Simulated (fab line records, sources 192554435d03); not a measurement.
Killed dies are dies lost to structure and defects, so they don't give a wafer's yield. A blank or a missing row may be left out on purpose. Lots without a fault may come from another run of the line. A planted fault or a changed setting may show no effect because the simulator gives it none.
fab line records | flow n5_finfet
record lots=12 wafers=36 last_day=18
route steps=1938 shown HKMG_FIN@442 PASSIVATION@1905
lots that met no fault: from a run of the same line without faults
start_h: hours from the record's first day to the start of the lot's first wafer shown | wait_h: hours since the lot's step before | " the same as in the row above | L1.1+2: a row that stands for several wafers | - no value, or no start given | * or withheld: withheld | < > ~ a bound
route shown NAME@n: a module of which the file shows steps, and the number in the route of the first | usual: mean/standard deviation of fault-free wafers | same: alike in all rows | chamber/n: place in a boat | sites: the reading at each site | _std_site: their standard deviation | _edge_site: outer sites' mean less inner sites' | radius_mm: how far each site lies from the wafer's centre | mask NAME#n: copy n | behind: the tool/chamber that last shaped the wafer | hold: why the lot was held/for how many hours/how that ended | device: the transistor (n, p or np) that didn't switch | end of line: the same wafers' tests at the end of the route | a step without rows: its recipe alone | killed: dies lost to structure and defects at the first sort, not the wafer's yield | map: a wafer's dies, x killed, . not, _ none there
set.NAME: the setting as run; set.NAME@STEP: as run at that earlier step | model.NAME: the simulator's own value behind a step, which no gauge read
steps of the route over a sample of lots; a table a step, a row a wafer
services: from which hour (start_h, from the record's first day; less than 0 if before it) a tool's chamber was out of use, for how many hours, and why
## steps
# step N5_HKMG_FIN_ALD_91
# recipe material=TiN target_thk_a=10 temp_c=400 ald_precursor_family=TiCl4 ald_co_reactant=NH3 pulse_time_s=1 purge_time_s=3 co_reactant_purge_time_s=2 co_reactant_pulse_time_s=2 ald_cycles=47 pressure_torr=3
# usual heater_power_w=864/64 precursor_pulse_height_rel=1.001/0.021
# columns lot.wafer tool chamber start_h wait_h heater_power_w precursor_pulse_height_rel
L132.3 ald_metal-02 3 77.11 0.1 799 0.958
L132.4 " 0 " " 971 1.014
L132.5 " 2 " " 889 0.985
L134.2 ald_metal-04 2 87.73 0.3 838 0.989
L134.3 " 1 " " 847 0.978
L134.4 " 3 " " 960 1.005
L135.1 ald_metal-02 1 97.81 0.3 921 0.995
L135.3 " 2 " " 882 0.973
L135.4 " 0 " " 957 1.014
L137.2 ald_metal-02 1 106.27 0.3 885 1.002
L137.4 " 2 " " 883 0.991
L137.6 " 0 " " 939 1.006
L136.1 ald_metal-02 0 108.37 0.3 946 1.020
L136.2 " 1 " " 894 0.984
L136.5 " 3 " " 822 1.004
L141.1 ald_metal-02 1 133.43 0.3 904 0.978
L141.3 " 2 " " 886 1.004
L141.4 " 3 " " 791 0.983
L143.3 ald_metal-02 1 146.00 0.1 885 1.007
L143.4 " 2 " " 918 0.985
L143.5 " 1 " " 899 1.002
L148.1 ald_metal-03 1 178.53 0.3 821 1.007
L148.2 " 0 " " 935 0.957
L148.5 " 1 " " 812 1.042
L149.2 ald_metal-04 1 181.46 0.3 824 0.995
L149.3 " 3 " " 954 1.041
L149.6 " 2 " " 839 1.001
L153.2 ald_metal-04 2 206.74 0.3 835 0.972
L153.3 " 0 " " 753 1.001
L153.5 " 3 " " 955 1.009
L154.1 ald_metal-04 1 210.52 0.3 846 0.969
L154.2 " 2 " " 820 1.019
L154.4 " 0 " " 754 1.031
L155.1 ald_metal-04 3 216.88 0.3 947 1.006
L155.4 " 1 " " 848 1.030
L155.6 " 1 " " 849 1.003
# step N5_PASSIVATION_CD_MEAS_30
# recipe target_cd_nm=4000 landing_energy_ev=500 detector=se_inlens polarity=opening
# usual cd_nm=4000.1/1.5
# columns lot.wafer tool chamber start_h wait_h cd_nm
L132.3 cd_sem-03 0 265.69 - 3998.5
L132.4 " 0 " " 3997.0
L132.5 " 0 " " 3999.2
L134.2 cd_sem-02 0 292.93 - 4000.1
L134.3 " 0 " " 3999.5
L134.4 " 0 " " 3997.7
L135.1 cd_sem-01 0 297.51 - 4002.4
L135.3 " 0 " " 4000.8
L135.4 " 0 " " 4000.6
L136.1 cd_sem-02 0 310.98 - 3999.5
L136.2 " 0 " " 3999.5
L136.5 " 0 " " 3999.5
L137.2 cd_sem-03 0 313.04 - 4004.3
L137.4 " 0 " " 4001.0
L137.6 " 0 " " 4001.4
L141.1 cd_sem-02 0 331.48 - 3998.4
L141.3 " 0 " " 3997.0
L141.4 " 0 " " 3997.8
L143.3 cd_sem-02 0 349.45 - 4001.3
L143.4 " 0 " " 4000.7
L143.5 " 0 " " 3998.7
L148.1 cd_sem-03 0 379.27 - 3998.5
L148.2 " 0 " " 3997.2
L148.5 " 0 " " 3998.7
L149.2 cd_sem-01 0 379.70 - 3999.4
L149.3 " 0 " " 4000.4
L149.6 " 0 " " 3997.9
L153.2 cd_sem-02 0 411.78 - 3999.3
L153.3 " 0 " " 4002.6
L153.5 " 0 " " 3999.8
L154.1 cd_sem-02 0 420.72 - 4000.9
L154.2 " 0 " " 4001.0
L154.4 " 0 " " 4000.9
L155.1 cd_sem-03 0 438.26 - 4000.2
L155.4 " 0 " " 3999.7
L155.6 " 0 " " 3999.1
# step N5_PASSIVATION_ETCH_59
# recipe chemistry=Cl2/BCl3 target=TaN target_depth_a=650 time_s=34.9 ion_energy_ev=100 pressure_mtorr=10 icp_w=900 bias_w=100 Cl2_flow_sccm=60 bcl3_flow_sccm=30
# usual bcl3_flow_sccm=30.01/0.088 drypump_motor_current_A=5.86/0.28 oes_product_au=0.75/0.063 throttle_valve_pct=21.10/0.2
# columns lot.wafer tool chamber start_h wait_h bcl3_flow_sccm drypump_motor_current_A oes_product_au rf_hours_counter_h throttle_valve_pct
L132.3 rie_metal-01 0 266.37 0.2 30.08 5.43 0.70 - 20.98
L132.4 " 1 " " 29.99 6.11 0.74 - 21.38
L132.5 " 0 " " 29.96 5.42 0.69 - 21.00
L134.2 rie_metal-03 0 293.63 0.4 30.01 5.80 0.81 30 20.69
L134.3 " 0 " " 30.02 5.81 0.81 - 20.72
L134.4 " 1 " " 30.17 6.02 0.86 - 21.18
L135.1 rie_metal-02 0 298.08 0.3 29.90 5.68 0.85 21 21.15
L135.3 " 1 " " 30.08 6.11 0.71 - 20.98
L135.4 " 0 " " 29.99 5.73 0.84 - 21.18
L136.1 rie_metal-02 1 311.57 0.3 30.05 6.10 0.70 85 20.99
L136.2 " 0 " " 30.10 5.66 0.83 23 21.16
L136.5 " 0 " " 29.94 5.72 0.83 - 21.18
L137.2 rie_metal-01 1 314.10 0.3 29.86 6.15 0.74 56 21.37
L137.4 " 1 " " 29.99 6.13 0.74 - 21.37
L137.6 " 0 " " 29.98 5.43 0.69 - 20.97
L141.1 rie_metal-02 0 332.47 0.3 30.05 5.69 0.83 25 21.16
L141.3 " 1 " " 30.13 6.11 0.71 - 20.93
L141.4 " 0 " " 29.87 5.63 0.83 - 21.15
L143.3 rie_metal-03 1 350.08 0.2 29.91 6.00 0.84 - 21.20
L143.4 " 0 " " 30.03 5.83 0.79 - 20.72
L143.5 " 0 " " 29.94 5.80 0.81 - 20.69
L148.1 rie_metal-01 0 379.86 0.3 30.10 5.43 0.67 88 21.03
L148.2 " 1 " " 30.04 6.16 0.72 62 21.39
L148.5 " 1 " " 30.02 6.14 0.71 - 21.42
L149.2 rie_metal-03 1 380.28 0.3 30.02 6.01 0.83 21 21.22
L149.3 " 1 " " 29.97 6.05 0.82 - 21.21
L149.6 " 1 " " 29.88 6.06 0.82 - 21.23
L153.2 rie_metal-02 1 412.35 0.3 30.12 6.14 0.67 94 21.02
L153.3 " 0 " " 29.98 5.76 0.79 - 21.21
L153.5 " 0 " " 29.95 5.75 0.79 - 21.19
L154.1 rie_metal-01 1 421.29 0.3 29.91 6.13 0.71 66 21.42
L154.2 " 0 " " 30.09 5.42 0.68 92 21.01
L154.4 " 1 " " 29.90 6.16 0.72 - 21.40
L155.1 rie_metal-02 0 438.83 0.3 30.07 5.71 0.79 35 21.19
L155.4 " 0 " " 29.96 5.75 0.79 - 21.20
L155.6 " 1 " " 30.18 6.13 0.68 - 20.99
# step N5_PASSIVATION_PROBE_49
# usual defect_limited_yield=91.1/1.5 killed_at_M0_to_M3=35/9.5 killed_at_M4_up=13/5.2 killed_at_contacts=12/6.1 killed_at_front_end=41/14 killed_at_other=3.8/2.9 killed_dies=105/17 killed_open=70/13 killed_short=33/8.4 sort_bin_5_function=5.1/0.97 sort_bin_6_memory=3.4/0.69 sort_bin_8_speed=0.00/0.007 sort_n_pass=1075/17 sort_yield_pct=91.1/1.5
# same gross_dies=1180 killed_at_back_side=0 sort_bin_4_leakage[%]=0
# columns lot.wafer tool chamber start_h wait_h defect_limited_yield[%] killed_at_M0_to_M3 killed_at_M4_up killed_at_contacts killed_at_front_end killed_at_other killed_dies killed_open killed_short sort_bin_5_function[%] sort_bin_6_memory[%] sort_bin_8_speed[%] sort_n_pass sort_yield_pct[%]
L141.1 prober-01 - 337.05 0.0 82.5 25 9 11 160 1 206 68 20 11.4 4.3 0 974 82.5
L141.3 prober-01 - 337.15 0.1 83.1 23 9 8 158 2 200 48 28 10.1 4.4 0 980 83.1
L141.4 prober-01 - 337.20 0.2 84.7 31 8 8 133 0 180 46 34 9.4 3.6 0 1000 84.7
L143.3 prober-01 - 354.44 0.1 81.9 37 15 10 149 3 214 59 33 11.7 4.2 0 966 81.9
L143.4 prober-01 - 354.49 0.2 82.0 29 13 18 148 4 212 66 23 11.2 4.4 0 968 82.0
L143.5 prober-01 - 354.54 0.2 82.5 25 16 9 156 1 207 58 26 10.6 4.0 0 973 82.5
L148.1 prober-01 - 384.46 0.0 91.1 43 13 6 40 3 105 61 42 4.9 3.6 0 1075 91.1
L148.2 prober-01 - 384.51 0.1 88.7 47 19 5 53 9 133 96 37 7.4 3.6 0 1047 88.7
L148.5 prober-01 - 384.66 0.2 92.0 30 9 10 42 3 94 63 30 4.7 3.1 0 1086 92.0
L155.1 prober-02 - 443.34 0.0 89.3 36 24 19 47 0 126 83 43 6.7 3.6 0 1054 89.3
L155.4 prober-02 - 443.49 0.2 87.9 38 8 10 86 1 143 86 57 8.0 3.6 0 1037 87.9
L155.6 prober-02 - 443.59 0.3 90.1 29 9 9 66 4 117 79 38 5.5 3.7 0 1063 90.1
# killed by level:class
L141.1 HKMG_FIN:unspecified=117 STI_FIN_REVEAL:geometric_particle:open=17 BEOL_M3:geometric_particle:open=11 MOL_CONTACT_COAG:geometric_particle:open=9 FIN_SAQP:geometric_particle:open=7 BEOL_M0_SAQP:geometric_particle:open=6 BEOL_M4:geometric_particle:open=5 FIN_SAQP:geometric_particle:short=4
L141.3 HKMG_FIN:unspecified=122 STI_FIN_REVEAL:geometric_particle:open=9 FIN_SAQP:geometric_particle:open=8 MOL_CONTACT_COAG:geometric_particle:open=7 BEOL_M0_SAQP:geometric_particle:short=7 FIN_SAQP:geometric_particle:short=6 BEOL_M3:geometric_particle:open=6 BEOL_M0_SAQP:geometric_particle:open=3
L141.4 HKMG_FIN:unspecified=99 BEOL_M0_SAQP:geometric_particle:short=9 BEOL_M3:geometric_particle:open=9 STI_FIN_REVEAL:geometric_particle:open=7 FIN_SAQP:geometric_particle:open=6 FIN_SAQP:geometric_particle:short=5 STARTING-WAFER:geometric_particle:short=5 MOL_CONTACT_COAG:geometric_particle:short=4
L143.3 HKMG_FIN:unspecified=121 BEOL_M0_SAQP:geometric_particle:short=11 BEOL_M4:geometric_particle:open=8 MOL_CONTACT_COAG:geometric_particle:open=7 BEOL_M0_SAQP:geometric_particle:open=6 BEOL_M2:geometric_particle:open=6 BEOL_M3:geometric_particle:open=6 STARTING-WAFER:geometric_particle:short=5
L143.4 HKMG_FIN:unspecified=120 MOL_CONTACT_COAG:geometric_particle:open=14 BEOL_M0_SAQP:geometric_particle:open=10 STI_FIN_REVEAL:geometric_particle:open=8 BEOL_M0_SAQP:geometric_particle:short=7 FIN_SAQP:geometric_particle:short=5 FIN_SAQP:geometric_particle:open=5 BEOL_M5:geometric_particle:open=5
L143.5 HKMG_FIN:unspecified=121 FIN_SAQP:geometric_particle:open=8 MOL_CONTACT_COAG:geometric_particle:open=7 STI_FIN_REVEAL:geometric_particle:open=6 BEOL_M0_SAQP:geometric_particle:open=6 FIN_SAQP:geometric_particle:short=5 BEOL_M0_SAQP:geometric_particle:short=5 BEOL_M0:geometric_particle:open=5
L148.1 BEOL_M2:geometric_particle:open=10 FIN_SAQP:geometric_particle:open=8 STI_FIN_REVEAL:geometric_particle:open=8 BEOL_M0_SAQP:geometric_particle:short=8 FIN_SAQP:geometric_particle:short=7 BEOL_M0_SAQP:geometric_particle:open=6 BEOL_M1:geometric_particle:open=6 BEOL_M1:geometric_particle:short=5
L148.2 BEOL_M2:geometric_particle:open=20 FIN_SAQP:geometric_particle:open=15 STI_FIN_REVEAL:geometric_particle:open=12 FIN_SAQP:geometric_particle:short=11 BEOL_M5:geometric_particle:open=8 BEOL_M0_SAQP:geometric_particle:short=7 BEOL_M3:geometric_particle:open=6 BEOL_M4:geometric_particle:open=6
L148.5 FIN_SAQP:geometric_particle:short=12 FIN_SAQP:geometric_particle:open=10 MOL_CONTACT_COAG:geometric_particle:open=8 BEOL_M1:geometric_particle:open=7 STI_FIN_REVEAL:geometric_particle:open=6 BEOL_M0_SAQP:geometric_particle:short=6 BEOL_M0_SAQP:geometric_particle:open=4 BEOL_M3:geometric_particle:open=4
L155.1 MOL_CONTACT_COAG:geometric_particle:open=17 FIN_SAQP:geometric_particle:open=11 BEOL_M2:geometric_particle:open=10 FIN_SAQP:geometric_particle:short=9 BEOL_M0_SAQP:geometric_particle:short=6 BEOL_M4:geometric_particle:open=6 BEOL_M0_SAQP:geometric_particle:open=6 BEOL_M5:geometric_particle:open=6
L155.4 FIN_SAQP:geometric_particle:short=23 STI_FIN_REVEAL:geometric_particle:open=19 FIN_SAQP:geometric_particle:open=12 BEOL_M2:geometric_particle:open=12 GATE_CUT:geometric_particle:short=11 MOL_CONTACT_COAG:geometric_particle:open=10 BEOL_M0_SAQP:geometric_particle:short=9 DUMMY_GATE:geometric_particle:open=8
L155.6 STI_FIN_REVEAL:geometric_particle:open=28 FIN_SAQP:geometric_particle:short=12 BEOL_M3:geometric_particle:open=10 MOL_CONTACT_COAG:geometric_particle:open=7 DUMMY_GATE:geometric_particle:open=5 BEOL_M0_SAQP:geometric_particle:short=5 BEOL_M0_SAQP:geometric_particle:open=4 STARTING-WAFER:geometric_particle:short=4
## services
# columns tool chamber start_h hours kind
ald_metal-02 1 85.08 - calibration
ald_metal-04 0 140.80 8.0 repair
ald_metal-03 - 162.67 2.8 pm
ald_metal-04 0 179.39 16.4 repair
ald_metal-04 - 187.95 1.2 pm
ald_metal-02 - 189.88 0.6 repair
rie_metal-02 - 196.03 2.8 pm
ald_metal-04 - 211.64 0.9 repair
rie_metal-03 - 232.10 2.8 pm
ald_metal-04 3 242.19 5.7 repair
rie_metal-01 - 286.48 15.6 pm
ald_metal-03 - 286.75 6.0 pm
ald_metal-03 - 321.53 0.2 repair
ald_metal-04 - 337.25 14.0 pm
ald_metal-04 0 337.25 14.0 vent_cycle
ald_metal-04 1 337.25 14.0 vent_cycle
ald_metal-04 2 337.25 14.0 vent_cycle
ald_metal-04 3 337.25 14.0 vent_cycle
ald_metal-04 0 351.25 - clean
ald_metal-04 1 351.25 - clean
rie_metal-02 - 367.95 0.5 repair
rie_metal-02 0 376.67 4.1 repair
ald_metal-04 - 414.63 2.8 pm
ald_metal-02 - 431.91 8.7 pm
## key
first_sign step=N5_PASSIVATION_PROBE_49 reading=killed_at_front_end direction=up sigmas=8.1 usual=41 struck=151
effect step=N5_PASSIVATION_PROBE_49 reading=defect_limited_yield direction=down sigmas=5.7 usual=91.1 struck=82.8
more_kills_born_at N5_HKMG_FIN_ALD_91@ald_metal-02=700
met_at N5_HKMG_FIN_ALD_91
struck_lots L141,L143
not_acting_at N5_PASSIVATION_CD_MEAS_30,N5_PASSIVATION_ETCH_59
onset_between 108.37 133.43
fault kind=chamber_particle_source tool=ald_metal-02 chamber=- onset_h=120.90 steps=N5_HKMG_FIN_ALD_91 rate_per_visit_cm2=0.84613 end_h=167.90
